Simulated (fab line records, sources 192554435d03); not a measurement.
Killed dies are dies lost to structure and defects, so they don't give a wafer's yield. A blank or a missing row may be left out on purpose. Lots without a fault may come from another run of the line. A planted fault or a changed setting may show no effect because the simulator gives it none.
fab line records | flow n5_finfet
record lots=5 wafers=14 last_day=16
route steps=1938 shown MOL_CONTACT_COAG@550 BEOL_M4@1111
lots that met no fault: from a run of the same line without faults
start_h: hours from the record's first day to the start of the lot's first wafer shown | wait_h: hours since the lot's step before | " the same as in the row above | L1.1+2: a row that stands for several wafers | - no value, or no start given | * or withheld: withheld | < > ~ a bound
route shown NAME@n: a module of which the file shows steps, and the number in the route of the first | usual: mean/standard deviation of fault-free wafers | same: alike in all rows | chamber/n: place in a boat | sites: the reading at each site | _std_site: their standard deviation | _edge_site: outer sites' mean less inner sites' | radius_mm: how far each site lies from the wafer's centre | mask NAME#n: copy n | behind: the tool/chamber that last shaped the wafer | hold: why the lot was held/for how many hours/how that ended | device: the transistor (n, p or np) that didn't switch | end of line: the same wafers' tests at the end of the route | a step without rows: its recipe alone | killed: dies lost to structure and defects at the first sort, not the wafer's yield | map: a wafer's dies, x killed, . not, _ none there
set.NAME: the setting as run; set.NAME@STEP: as run at that earlier step | model.NAME: the simulator's own value behind a step, which no gauge read
lots at some steps of the route; a table a step, a row a wafer
services: from which hour (start_h, from the record's first day; less than 0 if before it) a tool's chamber was out of use, for how many hours, and why
## steps
# step N5_MOL_CONTACT_COAG_PRE_CLEAN_142
# recipe gas=H2/He time_s=60 temp_c=300
# step N5_MOL_CONTACT_COAG_SPUTTER_130
# recipe material=Co target_thk_a=475 temp_c=25 chamber_pressure_pa=0.5 power_w=3000
# step N5_MOL_CONTACT_COAG_PRECLEAN_125
# recipe chemistry=DIW time_s=57.5 temp_c=23
# step N5_MOL_CONTACT_COAG_SRD_126
# recipe dry_time_s=32 dry=n2_spin spin_rpm=1500
# step N5_MOL_CONTACT_COAG_CMP_23
# recipe stop_on=SiO2 t_overpolish_s=1.5 post_cmp_clean=cu_alkaline down_force_psi=2 platen_rpm=50.289 pad_velocity_m_s=1.0006 target_thk_nm=0
# step N5_MOL_CONTACT_COAG_WET_ETCH_26
# recipe target=Co target_depth_nm=13
# step N5_MOL_CONTACT_COAG_WET_ETCH_116
# recipe chemistry=SC1-inhibited target_depth_nm=4.6 dry=ipa_marangoni rinse_time_s=30 rinse_temp_c=23
# step N5_MOL_CONTACT_COAG_ALD_27
# recipe material=SiOC target_thk_a=170 temp_c=400 ald_precursor_family=carbosiloxane ald_co_reactant=H2-plasma pulse_time_s=1.5 time_s=2720 purge_time_s=2 co_reactant_purge_time_s=2 ald_cycles=340 pressure_torr=2
# step N5_MOL_CONTACT_COAG_CMP_28
# recipe stop_on=SiNx t_overpolish_s=0.85 post_cmp_clean=alkaline_brush down_force_psi=4.15 platen_rpm=51.8 pad_velocity_m_s=1.0307 target_thk_nm=14.522
# step N5_MOL_CONTACT_COAG_ALD_123
# recipe material=SiNx target_thk_a=50 temp_c=400 ald_precursor_family=SiH2I2 ald_co_reactant=N2/H2-plasma pulse_time_s=1 purge_time_s=2 co_reactant_purge_time_s=2 ald_cycles=100 pressure_torr=2
# usual ald_cycles=100/0 heater_power_w=831/77 precursor_pulse_height_rel=0.998/0.018
# columns lot.wafer tool chamber start_h wait_h ald_cycles heater_power_w precursor_pulse_height_rel since_wet_clean_h model.SiNx_of_MOL_CONTACT_COAG_ALD_123.thk_nm
L644.2 ald_sin-04 0 150.94 0.0 100 756 0.987 247 5
L644.4 " 1 " " 100 718 0.973 247 5
L644.5 " 0 " " 100 766 0.973 - 5
L648.1 ald_sin-04 1 174.70 0.1 36 714 1.016 271 1.8
L648.2 " 0 " " 100 773 1.001 271 5
L648.4 " 2 " " 100 892 1.011 271 5
L649.2 ald_sin-03 0 185.59 3.8 100 853 0.957 172 5
L649.4 " 1 " " 100 838 1.001 172 5
L649.6 " 2 " " 100 681 0.998 - 5
L651.3 ald_sin-04 1 193.75 0.0 36 715 0.991 290 1.8
L651.5 " 3 " " 100 890 0.993 - 5
L651.6 " 0 " " 100 771 1.008 - 5
L652.3 ald_sin-04 0 197.05 0.0 36 767 0.990 293 1.8
L652.6 " 1 " " 100 708 1.010 - 5
# step N5_MOL_CONTACT_COAG_PECVD_31
# recipe material=SiO2 target_thk_a=460 temp_c=400 precursor=TEOS/O2 pressure_torr=6.5 rf_w=withheld teos_flow_sccm=withheld gas=O2 flow_sccm=2650 time_s=8.9
# step N5_MOL_CONTACT_COAG_COAT_75
# recipe resist=SOC temp_c=250 time_s=60 spin_rpm=1500 resist_thk_nm=60
# step N5_MOL_CONTACT_COAG_COAT_76
# recipe resist=SiARC temp_c=220 time_s=60 spin_rpm=1500 resist_thk_nm=10
# step N5_MOL_CONTACT_COAG_COAT_77
# recipe resist=underlayer temp_c=205 time_s=60 spin_rpm=1500 resist_thk_nm=10
# step N5_MOL_CONTACT_COAG_COAT_78
# recipe resist=CAR-EUV spin_rpm=1500 resist_thk_nm=40
# step N5_MOL_CONTACT_COAG_EBR_80
# recipe solvent=PGMEA ebr_width_mm=1.5
# step N5_MOL_CONTACT_COAG_SOFTBAKE_79
# recipe temp_c=110 time_s=60 resist=CAR-EUV
# step N5_MOL_CONTACT_COAG_EXPOSE_81
# recipe mask_id=VG na=0.33 source_shape=annular sigma_inner=0.3 sigma_outer=0.7 polarization=unpolarized defocus_nm=0 dose_mj=59.5
# step N5_MOL_CONTACT_COAG_PEB_82
# recipe peb_temp_c=100 peb_time_s=60 resist=CAR-EUV
# step N5_MOL_CONTACT_COAG_DEVELOP_83
# recipe develop_time_s=30 developer=TMAH resist=CAR-EUV rinse_liquid=surfactant_rinse dry=air_spin dev_temp_c=23
# step N5_MOL_CONTACT_COAG_DESCUM_88
# recipe chemistry=O2 time_s=7 source_power_w=50 bias_power_w=20 pressure_mtorr=20 rf_frequency_hz=2.712e+07 temp_c=40 resist=CAR-EUV o2_flow_sccm=225
# step N5_MOL_CONTACT_COAG_ETCH_89
# recipe chemistry=N2/H2 target=underlayer target_depth_a=130 mask_material=CAR-EUV time_s=10.4 ion_energy_ev=200 pressure_mtorr=30 source_w=840 bias_w=150 n2_flow_sccm=200 h2_flow_sccm=200 ends=cleared
# step N5_MOL_CONTACT_COAG_ETCH_90
# recipe chemistry=CF4 target=SiARC target_depth_a=130 mask_material=CAR-EUV time_s=21.7 ion_energy_ev=80 pressure_mtorr=40 source_w=545 bias_w=36 Ar_flow_sccm=100 cf4_flow_sccm=100 ends=cleared
# step N5_MOL_CONTACT_COAG_ALD_131
# recipe material=SiO2 target_thk_a=50 temp_c=100 ald_precursor_family=BDEAS ald_co_reactant=O2-plasma pulse_time_s=1 co_reactant_pulse_time_s=1 purge_time_s=2 co_reactant_purge_time_s=2 ald_cycles=35 pressure_torr=2
# step N5_MOL_CONTACT_COAG_ETCHBACK_132
# recipe chemistry=CHF3 target=SiO2 target_depth_a=100 time_s=6.7 ion_energy_ev=200 pressure_mtorr=30 source_w=610 bias_w=170 Ar_flow_sccm=200 CHF3_flow_sccm=50
# step N5_MOL_CONTACT_COAG_ETCH_91
# recipe chemistry=N2/H2 target=SOC target_depth_a=600 overetch_a=210 mask_material=SiARC temp_c=40 time_s=101.2 ion_energy_ev=200 pressure_mtorr=30 source_w=840 bias_w=150 n2_flow_sccm=200 h2_flow_sccm=200
# step N5_MOL_CONTACT_COAG_STRIP_92
# recipe chemistry=N2/H2 temp_c=40 n2_flow_sccm=200 h2_flow_sccm=200 rf_frequency_hz=6e+07
# step N5_MOL_CONTACT_COAG_STRIP_93
# recipe chemistry=N2/H2 temp_c=40 n2_flow_sccm=200 h2_flow_sccm=200 rf_frequency_hz=6e+07
# step N5_MOL_CONTACT_COAG_ETCHBACK_135
# recipe chemistry=CHF3 target=SiO2 target_depth_a=250 time_s=16.7 ion_energy_ev=200 pressure_mtorr=30 source_w=610 bias_w=170 Ar_flow_sccm=200 CHF3_flow_sccm=50
# step N5_MOL_CONTACT_COAG_STRIP_118
# recipe chemistry=CHF3 resist=SiARC rf_frequency_hz=6e+07
# step N5_MOL_CONTACT_COAG_VIA_ETCH_46
# recipe chemistry=C4F6/O2 target_depth_a=460 overetch_a=92 mask_material=SOC target=SiO2 bias_w=455 pressure_mtorr=10 time_s=40 source_w=325 Ar_flow_sccm=300 C4F6_flow_sccm=10 O2_flow_sccm=10 ion_energy_ev=575.3 ends=end_point
# step N5_MOL_CONTACT_COAG_STRIP_96
# recipe chemistry=N2/H2 power_w=500 temp_c=40 pressure_mtorr=50 rf_frequency_hz=6e+07 overash_fraction=0.3 bias_power_w=28 h2_frac=0.5 n2_flow_sccm=300 h2_flow_sccm=300
# step N5_MOL_CONTACT_COAG_ETCH_47
# recipe chemistry=CH3F/O2 target=SiNx target_depth_a=270 mask_material=SiO2 stop_on=W over_etch_frac=0.2 ion_energy_ev=120 endpoint=OES-CN pressure_mtorr=30 source_w=395 bias_w=73 Ar_flow_sccm=150 CH3F_flow_sccm=30 O2_flow_sccm=20 ends=end_point
# step N5_MOL_CONTACT_COAG_STRIP_119
# recipe chemistry=N2/H2 time_s=30 power_w=1000 temp_c=250 pressure_mtorr=withheld n2_flow_sccm=1750 h2_flow_sccm=3250
# step N5_MOL_CONTACT_COAG_PRECLEAN_144
# recipe chemistry=alkaline_clean temp_c=60 time_s=60 do_ppb=50
# step N5_MOL_CONTACT_COAG_SRD_145
# recipe dry=ipa_marangoni time_s=30 temp_c=23 rinse_liquid=diw
# step N5_MOL_CONTACT_COAG_ETCH_124
# recipe chemistry=CH3F/O2 target=SiNx target_depth_a=65 mask_material=SOC stop_on=SiOC over_etch_frac=0.3 ion_energy_ev=120 pressure_mtorr=30 source_w=395 bias_w=73 Ar_flow_sccm=150 CH3F_flow_sccm=30 O2_flow_sccm=20 ends=end_point
# usual O2_flow_sccm=20.01/0.059 drypump_motor_current_A=5.7/0.35 oes_f_703_au=0.80/0.098 oes_product_au=0.68/0.082 rf_vpp_V=297.1/2.1 showerhead_plenum_p_Torr=1.99/0.069 throttle_valve_pct=16.24/0.26
# columns lot.wafer tool chamber start_h wait_h O2_flow_sccm drypump_motor_current_A oes_f_703_au oes_product_au rf_hours_counter_h rf_vpp_V showerhead_plenum_p_Torr throttle_valve_pct model.etch.depth_nm
L644.2 rie_diel-06 3 154.28 0.0 20.00 6.2 0.70 0.60 222 293.4 1.89 16.42 5.008
L644.4 " 2 " " 20.02 5.7 0.95 0.80 8 293.7 1.96 16.07 5.014
L644.5 " 3 " " 20.05 6.2 0.70 0.60 - 295.5 1.89 16.40 5.018
L648.1 rie_diel-01 1 178.78 0.0 20.10 5.5 0.69 0.39 228 298.6 1.98 16.77 1.827
L648.2 " 2 " " 19.97 5.8 0.85 0.73 55 296.6 1.95 15.88 5
L648.4 " 1 " " 20.07 5.6 0.69 0.59 - 299.9 1.98 16.79 5.005
L649.2 rie_diel-01 3 189.65 0.0 20.04 6.4 0.94 0.80 15 300.2 1.97 16.09 5.039
L649.4 " 2 " " 20.00 5.7 0.84 0.73 59 297.3 1.95 15.88 5.03
L649.6 " 0 " " 20.02 5.1 1.00 0.86 - 296.1 1.96 16.10 5.054
L651.3 rie_diel-06 0 196.98 0.0 19.89 5.3 0.83 0.45 60 296.6 2.12 16.20 1.792
L651.5 " 3 " " 20.15 6.2 0.69 0.58 - 292.6 1.89 16.45 4.984
L651.6 " 0 " " 19.98 5.3 0.83 0.70 - 296.2 2.12 16.22 4.994
L652.3 rie_diel-02 0 200.00 0.0 20.05 5.9 0.72 0.39 184 301.0 2.07 16.12 1.786
L652.6 " 2 " " 19.97 5.7 0.87 0.74 - 296.9 1.95 16.05 4.977
# step N5_BEOL_M4_RC_MEAS_101
# usual DIBL_N=36.1/1.3 DIBL_P=36.1/1.7 IOFF_N=0.154/0.022 IOFF_P=0.201/0.024 ION_N=675/8.9 ION_P=462/5.9 SS_N=71.5/0.49 SS_P=73.3/0.58 VT_N=250.0/2.7 VT_P=-251.3/2.7
# columns lot.wafer tool chamber start_h wait_h DIBL_N[mV/V] DIBL_P[mV/V] IOFF_N[nA/um] IOFF_P[nA/um] ION_N[uA/um] ION_P[uA/um] SS_N[mV/dec] SS_P[mV/dec] VT_N[mV] VT_P[mV]
L644.2 prober-02 0 231.85 0.2 35.3 35.3 0.160 0.199 678 463 71.3 73.1 249.7 -249.6
L644.4 " 0 " " 34.9 34.0 0.140 0.175 674 453 71.3 73.1 247.0 -253.1
L644.5 " 0 " " 36.3 36.2 0.158 0.206 664 457 71.7 74.4 252.2 -252.7
L648.1 prober-01 0 256.29 0.0 35.1 35.0 0.157 0.187 680 456 71.3 73.0 247.9 -253.6
L648.2 " 0 " " 33.0 32.6 0.118 0.159 668 460 70.3 72.2 255.4 -255.8
L648.4 " 0 " " 34.9 34.5 0.144 0.178 672 455 71.4 73.2 250.3 -252.6
L649.2 prober-02 0 261.80 0.2 38.4 37.6 0.202 0.243 695 473 71.5 74.3 244.1 -246.5
L649.4 " 0 " " 36.5 35.5 0.163 0.202 678 464 71.0 72.9 246.5 -251.5
L649.6 " 0 " " 38.9 37.6 0.215 0.260 681 467 72.3 74.5 242.8 -248.4
L651.3 prober-01 0 263.21 0.3 37.4 39.3 0.179 0.223 669 462 72.0 74.1 250.0 -251.3
L651.5 " 0 " " 37.8 39.5 0.182 0.234 672 458 72.1 73.9 249.1 -248.8
L651.6 " 0 " " 37.1 38.9 0.172 0.217 679 462 71.7 73.5 251.0 -253.8
L652.3 prober-02 0 288.12 0.3 34.6 34.8 0.126 0.186 664 462 70.6 72.4 253.7 -249.7
L652.6 " 0 " " 37.4 38.8 0.182 0.242 688 468 71.3 73.9 248.0 -248.0
## services
# columns tool chamber start_h hours kind
ald_sin-03 - 127.76 0.7 repair
rie_diel-01 0 154.18 - clean
rie_diel-01 0 154.18 - consumable_replace:focus_ring
rie_diel-01 0 154.18 33.0 scheduled_down
rie_diel-01 0 154.18 33.0 vent_cycle
rie_diel-06 1 164.44 9.9 repair
ald_sin-04 2 175.65 14.9 repair
rie_diel-01 3 177.60 5.2 repair
rie_diel-06 1 183.55 8.8 repair
ald_sin-04 - 192.17 0.7 repair
## key
first_sign step=N5_MOL_CONTACT_COAG_ALD_123 reading=ald_cycles direction=down sigmas=99+ usual=* struck=*
effect step=N5_MOL_CONTACT_COAG_ETCH_124 reading=oes_product_au direction=down sigmas=3.3 usual=0.68 struck=0.41
model_effect step=N5_MOL_CONTACT_COAG_ALD_123 value=SiNx_of_MOL_CONTACT_COAG_ALD_123.thk_nm without=5 struck=1.8
model_effect step=N5_MOL_CONTACT_COAG_ETCH_124 value=etch.depth_nm without=5.002 struck=1.802
met_at N5_MOL_CONTACT_COAG_ALD_123
struck_wafers L648.1,L651.3,L652.3
onset_between 150.94 174.70
fault kind=process_parameter_drift tool=ald_sin-04 chamber=- onset_h=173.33 steps=N5_MOL_CONTACT_COAG_ALD_123 channel=ald_cycles offset=* shape=step end_h=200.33 scope=struck_wafers_only acts_in=* stated=*
